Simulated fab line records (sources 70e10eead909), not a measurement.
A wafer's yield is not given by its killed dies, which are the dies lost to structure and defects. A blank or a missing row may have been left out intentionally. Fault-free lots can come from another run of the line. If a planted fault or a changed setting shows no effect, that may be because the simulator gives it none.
Matching of chambers | flow nand-harc | 4 sister chambers for NHARC_A_BONDPAD_ETCH_34 on rie-diel-02
The step etches the open film in N2/H2, target depth 60 nm, overetch 18 nm, time 65.91 s. 4 wafers are shown with their chamber, then 8 later ones without.

WAFERS WITH THEIR CHAMBER
wafer  | chamber | drypump-motor-current-A (A)
L398.5 | 3       | 6.8
L401.1 | 2       | 5.3
L401.3 | 1       | 5.2
L405.1 | 0       | 5.5

WAFERS WITHOUT THEIR CHAMBER
wafer  | drypump-motor-current-A (A)
L405.2 | 5.1
L405.6 | 5.3
L406.1 | 6.7
L406.2 | 5.2
L406.3 | 5.5
L413.3 | 5.1
L413.5 | 5.5
L413.6 | 5.2

CHAMBER TAKEN BY EACH
wafer  | from the rows above     | in truth
L405.2 | can't be placed: 1 or 2 | 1
L405.6 | can't be placed: 2 or 1 | 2
L406.1 | 3                       | 3
L406.2 | can't be placed: 1 or 2 | 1
L406.3 | 0                       | 0
L413.3 | can't be placed: 1 or 2 | 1
L413.5 | 0                       | 0
L413.6 | can't be placed: 1 or 2 | 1
Correctly placed: 3 of 8. Can't be placed from these rows: 5 (the true chamber is among the candidates in 5). Number placed wrongly: 0.
How it was worked out, from the rows above alone: a wafer's distance from a chamber is the root of the sum, over the readings, of the square of ((its reading less the chamber's mean) divided by the reading's scatter). The wafer belongs to the nearest chamber; if the next one is less than 2 further off, it can't be placed. Each chamber's mean is taken over the wafers shown for it. The scatter: with one shown wafer a chamber, the root of the mean of the squares of how far each hidden wafer lies from its nearest shown one.
